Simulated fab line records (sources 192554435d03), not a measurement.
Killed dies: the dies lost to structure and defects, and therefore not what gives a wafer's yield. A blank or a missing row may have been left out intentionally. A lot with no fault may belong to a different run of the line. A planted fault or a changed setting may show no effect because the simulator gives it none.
Matching of chambers / flow n5 finfet / 4 sister chambers for N5_BEOL_M11_STRIP_36 on rie diel-03
The step strips in N2/H2. 22 wafers are shown with their chamber, then 11 later ones without.

WAFERS WITH THEIR CHAMBER
wafer=L074.1; chamber=3; drypump motor current A (A)=5.8; showerhead plenum p Torr (Torr)=2.66; throttle valve pct (%)=23.74
wafer=L074.2; chamber=2; drypump motor current A (A)=6.4; showerhead plenum p Torr (Torr)=2.65; throttle valve pct (%)=23.59
wafer=L074.4; chamber=0; drypump motor current A (A)=5.3; showerhead plenum p Torr (Torr)=2.51; throttle valve pct (%)=23.64
wafer=L080.3; chamber=0; drypump motor current A (A)=5.3; showerhead plenum p Torr (Torr)=2.51; throttle valve pct (%)=23.64
wafer=L080.4; chamber=3; drypump motor current A (A)=5.9; showerhead plenum p Torr (Torr)=2.66; throttle valve pct (%)=23.76
wafer=L080.5; chamber=2; drypump motor current A (A)=6.5; showerhead plenum p Torr (Torr)=2.64; throttle valve pct (%)=23.61
wafer=L081.1; chamber=3; drypump motor current A (A)=5.9; showerhead plenum p Torr (Torr)=2.66; throttle valve pct (%)=23.78
wafer=L081.5; chamber=2; drypump motor current A (A)=6.5; showerhead plenum p Torr (Torr)=2.64; throttle valve pct (%)=23.57
wafer=L081.6; chamber=3; drypump motor current A (A)=5.9; showerhead plenum p Torr (Torr)=2.66; throttle valve pct (%)=23.77
wafer=L078.1; chamber=3; drypump motor current A (A)=5.8; showerhead plenum p Torr (Torr)=2.66; throttle valve pct (%)=23.78
wafer=L078.5; chamber=1; drypump motor current A (A)=5.2; showerhead plenum p Torr (Torr)=2.52; throttle valve pct (%)=24.04
wafer=L078.6; chamber=2; drypump motor current A (A)=6.5; showerhead plenum p Torr (Torr)=2.64; throttle valve pct (%)=23.58
wafer=L085.2; chamber=0; drypump motor current A (A)=5.3; showerhead plenum p Torr (Torr)=2.50; throttle valve pct (%)=23.67
wafer=L085.3; chamber=1; drypump motor current A (A)=5.2; showerhead plenum p Torr (Torr)=2.51; throttle valve pct (%)=24.06
wafer=L085.4; chamber=2; drypump motor current A (A)=6.5; showerhead plenum p Torr (Torr)=2.64; throttle valve pct (%)=23.61
wafer=L087.4; chamber=0; drypump motor current A (A)=5.3; showerhead plenum p Torr (Torr)=2.50; throttle valve pct (%)=23.68
wafer=L087.5; chamber=3; drypump motor current A (A)=5.9; showerhead plenum p Torr (Torr)=2.65; throttle valve pct (%)=23.76
wafer=L087.6; chamber=2; drypump motor current A (A)=6.4; showerhead plenum p Torr (Torr)=2.64; throttle valve pct (%)=23.61
wafer=L086.1; chamber=2; drypump motor current A (A)=6.5; showerhead plenum p Torr (Torr)=2.63; throttle valve pct (%)=23.60
wafer=L086.3; chamber=3; drypump motor current A (A)=5.8; showerhead plenum p Torr (Torr)=2.65; throttle valve pct (%)=23.80
wafer=L086.4; chamber=0; drypump motor current A (A)=5.3; showerhead plenum p Torr (Torr)=2.50; throttle valve pct (%)=23.67
wafer=L091.2; chamber=3; drypump motor current A (A)=5.8; showerhead plenum p Torr (Torr)=2.65; throttle valve pct (%)=23.79

SIGNATURES (means of the wafers above)
reading=drypump motor current A; chamber 0=5.300; chamber 1=5.200; chamber 2=6.471; chamber 3=5.850; scatter within a chamber=0.0436
reading=showerhead plenum p Torr; chamber 0=2.5040; chamber 1=2.5150; chamber 2=2.6400; chamber 3=2.6562; scatter within a chamber=0.00557
reading=throttle valve pct; chamber 0=23.6600; chamber 1=24.0500; chamber 2=23.5957; chamber 3=23.7725; scatter within a chamber=0.0178
Rule: a wafer's distance from a chamber is the root of the sum, over the readings, of the square of ((its reading less the chamber's mean) divided by the reading's scatter). If the next closest chamber is less than 2 further off than the closest, the wafer can't be placed; otherwise it belongs to the closest. How the scatter is found: for the shown wafers, subtract from each reading the mean of its chamber, square and add these, divide the total by (wafers less chambers), then take the root.

WAFERS WHOSE CHAMBER IS MISSING
wafer=L091.3; drypump motor current A (A)=6.5; showerhead plenum p Torr (Torr)=2.63; throttle valve pct (%)=23.64
wafer=L091.5; drypump motor current A (A)=6.5; showerhead plenum p Torr (Torr)=2.63; throttle valve pct (%)=23.62
wafer=L088.3; drypump motor current A (A)=6.5; showerhead plenum p Torr (Torr)=2.63; throttle valve pct (%)=23.60
wafer=L088.5; drypump motor current A (A)=5.3; showerhead plenum p Torr (Torr)=2.50; throttle valve pct (%)=23.68
wafer=L088.6; drypump motor current A (A)=5.2; showerhead plenum p Torr (Torr)=2.51; throttle valve pct (%)=24.04
wafer=L092.4; drypump motor current A (A)=6.4; showerhead plenum p Torr (Torr)=2.63; throttle valve pct (%)=23.62
wafer=L092.5; drypump motor current A (A)=5.8; showerhead plenum p Torr (Torr)=2.65; throttle valve pct (%)=23.82
wafer=L092.6; drypump motor current A (A)=5.3; showerhead plenum p Torr (Torr)=2.49; throttle valve pct (%)=23.69
wafer=L095.1; drypump motor current A (A)=6.5; showerhead plenum p Torr (Torr)=2.63; throttle valve pct (%)=23.65
wafer=L095.3; drypump motor current A (A)=5.8; showerhead plenum p Torr (Torr)=2.64; throttle valve pct (%)=23.85
wafer=L095.4; drypump motor current A (A)=5.2; showerhead plenum p Torr (Torr)=2.50; throttle valve pct (%)=24.02

THE CHAMBER EACH PASSED THROUGH
wafer=L091.3; from the rows above=2; in truth=2
wafer=L091.5; from the rows above=2; in truth=2
wafer=L088.3; from the rows above=2; in truth=2
wafer=L088.5; from the rows above=0; in truth=0
wafer=L088.6; from the rows above=1; in truth=1
wafer=L092.4; from the rows above=2; in truth=2
wafer=L092.5; from the rows above=3; in truth=3
wafer=L092.6; from the rows above=0; in truth=0
wafer=L095.1; from the rows above=2; in truth=2
wafer=L095.3; from the rows above=3; in truth=3
wafer=L095.4; from the rows above=1; in truth=1
Correct placement for 11 of the 11. Not placeable from these rows: 0. Number placed wrongly: 0.
